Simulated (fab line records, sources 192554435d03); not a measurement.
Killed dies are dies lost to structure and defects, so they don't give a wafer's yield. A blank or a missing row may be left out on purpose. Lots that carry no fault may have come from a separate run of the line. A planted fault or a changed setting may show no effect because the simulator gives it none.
A struck lot beside a sound one :: flow n5Finfet :: 37 steps out of a route of 1938
Sound: these wafers, L685.2, L685.4, L685.5. Struck: wafer L698.5 (left out: L698.6, a lot-mate that was not struck); the cause follows at the end.
Each step with rows lists, per side, the tool, then ch with its chambers, then its first start. Under that, the readings that differ: sound wafers :: struck wafers :: difference of the means :: sigmas: that difference in standard deviations of wafers without a fault.
alike: readings with means less than 2 such deviations apart, plus words and numbers identical on both sides. not compared: withheld readings, readings lacking a value on some wafer, bounds such as >300 that could conceal the same value, and numbers that have no deviation in the record and whose values overlap.
Wherever a step has rows on one side only, a row that says differs or no value, or a row with sigmas, the two part there. When numbers do not overlap yet have no deviation, they are printed without sigmas and do not part them. A reading missing from all wafers of one side parts the sides only when that side holds two or more wafers.

first, 9 steps without rows for these wafers: N5_PMOS_HMC_CHANNEL_EPI_COAT_31 (time 60 s, resist thk 66 nm); N5_PMOS_HMC_CHANNEL_EPI_COAT_03 (resist thk 205 nm); N5_PMOS_HMC_CHANNEL_EPI_EBR_05; N5_PMOS_HMC_CHANNEL_EPI_SOFTBAKE_04 (time 60 s); N5_PMOS_HMC_CHANNEL_EPI_EXPOSE_06 (exposes mask PMOS HMC BLK, target cd 240 nm); N5_PMOS_HMC_CHANNEL_EPI_PEB_07 (peb time 60 s); N5_PMOS_HMC_CHANNEL_EPI_DEVELOP_08 (develop time 30 s); N5_PMOS_HMC_CHANNEL_EPI_DESCUM_14 (chemistry O2, time 7.9 s); N5_PMOS_HMC_CHANNEL_EPI_ETCH_32 (etches BARC in N2/H2, stops on SiO2, target depth 85.8 nm, time 50.3 s).
N5_PMOS_HMC_CHANNEL_EPI_HM_OPEN_15: chemistry CHF3/O2, target SiO2, target depth 40.6 nm, time 20.3 s.
  sound on rieDiel-02 ch 1,2,3, day 2 05:51; struck on rieDiel-02 ch 3, day 5 13:16
reading: oes_o_777_au (a.u.)
sound: 0.80 0.71 0.68
struck: 0.97
difference: +0.24
sigmas: +2

reading: model.CAR-ArF-block_of_PMOS_HMC_CHANNEL_EPI_COAT_03.thkNm (nm)
sound: 94.77 93.73 97.21
struck: 107.2
difference: +12.0
sigmas: 

reading: model.etch.depthNm (nm)
sound: 40.03 40.3 39.06
struck: 26.31
difference: -13.49
sigmas: 
  alike: drypumpMotorCurrentA, oesProductAu, rfVppV, showerheadPlenumPTorr, throttleValvePct
  not compared: rfHoursCounterH
then, 25 steps without rows for these wafers: N5_PMOS_HMC_CHANNEL_EPI_STRIP_33 (strips in N2/H2); N5_PMOS_HMC_CHANNEL_EPI_STRIP_17 (strips in SPM, time 750 s); N5_PMOS_HMC_CHANNEL_EPI_ETCH_38 (etches SiO2 in CF4, target depth 1.5 nm); N5_PMOS_HMC_CHANNEL_EPI_FIN_RECESS_16 (chemistry HBr/Cl2, target Si, target depth 54 nm, time 18 s); N5_PMOS_HMC_CHANNEL_EPI_PRECLEAN_36 (cleans in O3/DIW, time 45 s); N5_PMOS_HMC_CHANNEL_EPI_PRECLEAN_18 (cleans in DHF, time 30 s); N5_PMOS_HMC_CHANNEL_EPI_SRD_19 (time 30 s); N5_PMOS_HMC_CHANNEL_EPI_EPI_20 (deposits SiGe30, target thk 59 nm); N5_PMOS_HMC_CHANNEL_EPI_HM_STRIP_35 (strips SiO2 in dHF, material SiO2, target depth 39.6 nm, time 216 s); N5_PMOS_HMC_CHANNEL_EPI_SRD_39 (time 30 s); N5_PMOS_HMC_CHANNEL_EPI_CMP_21 (polishes SiGe30, target thk 54 nm); N5_PMOS_HMC_CHANNEL_EPI_PRECLEAN_40 (cleans in DHF, time 30 s); N5_PMOS_HMC_CHANNEL_EPI_PRECLEAN_37 (cleans in O3/DIW, time 45 s); N5_PMOS_HMC_CHANNEL_EPI_PRECLEAN_24 (cleans in DHF, time 30 s); N5_PMOS_HMC_CHANNEL_EPI_SRD_25 (time 30 s); N5_PMOS_HMC_CHANNEL_EPI_EPI_26 (deposits Si from SiH4/H2, target thk 3.8 nm, time 22.7 s); N5_FIN_SAQP_PRECLEAN_42 (cleans in O3/DIW, time 60 s); N5_FIN_SAQP_PRECLEAN_00 (cleans in SC1, time 60 s); N5_FIN_SAQP_PRECLEAN_44 (cleans in SC2, time 45 s); N5_FIN_SAQP_SRD_01 (time 30 s); N5_FIN_SAQP_ALD_61 (deposits SiO2, target thk 4 nm, pulse time 1 s, purge time 2 s); N5_FIN_SAQP_DENSIFY_62 (time 60 s); N5_FIN_SAQP_HM_DEP_03 (deposits SiNx from SiH4/NH3/N2, target thk 38 nm, time 33.6 s); N5_FIN_SAQP_PECVD_47 (deposits a-Si from SiH4/He, target thk 45 nm, time 36.3 s); N5_FIN_SAQP_PECVD_48 (deposits SiNx from SiH4/NH3/N2, target thk 25 nm, time 22.1 s).
N5_BEOL_M4_RC_MEAS_101:
  the record has rows for the sound wafers here (prober-01 ch 0, day 8 19:48) and none for the struck ones
-- here the record skips 12 days between the struck wafers' starts before and after, leaving off in module BEOL_M4 and picking up in module PASSIVATION (first step shown: number 1936 of the route) --
N5_PASSIVATION_PROBE_49:
  rows exist in the record for the struck wafers here (prober-01, day 17 02:45), but not for the sound ones

## WHERE THEY PART
Earliest at N5_PMOS_HMC_CHANNEL_EPI_HM_OPEN_15; latest, in this record, at N5_PASSIVATION_PROBE_49.

WHY: what had been put in by the simulator
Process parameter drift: rieDiel-02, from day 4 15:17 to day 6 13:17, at N5_PMOS_HMC_CHANNEL_EPI_HM_OPEN_15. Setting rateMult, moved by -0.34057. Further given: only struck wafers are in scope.
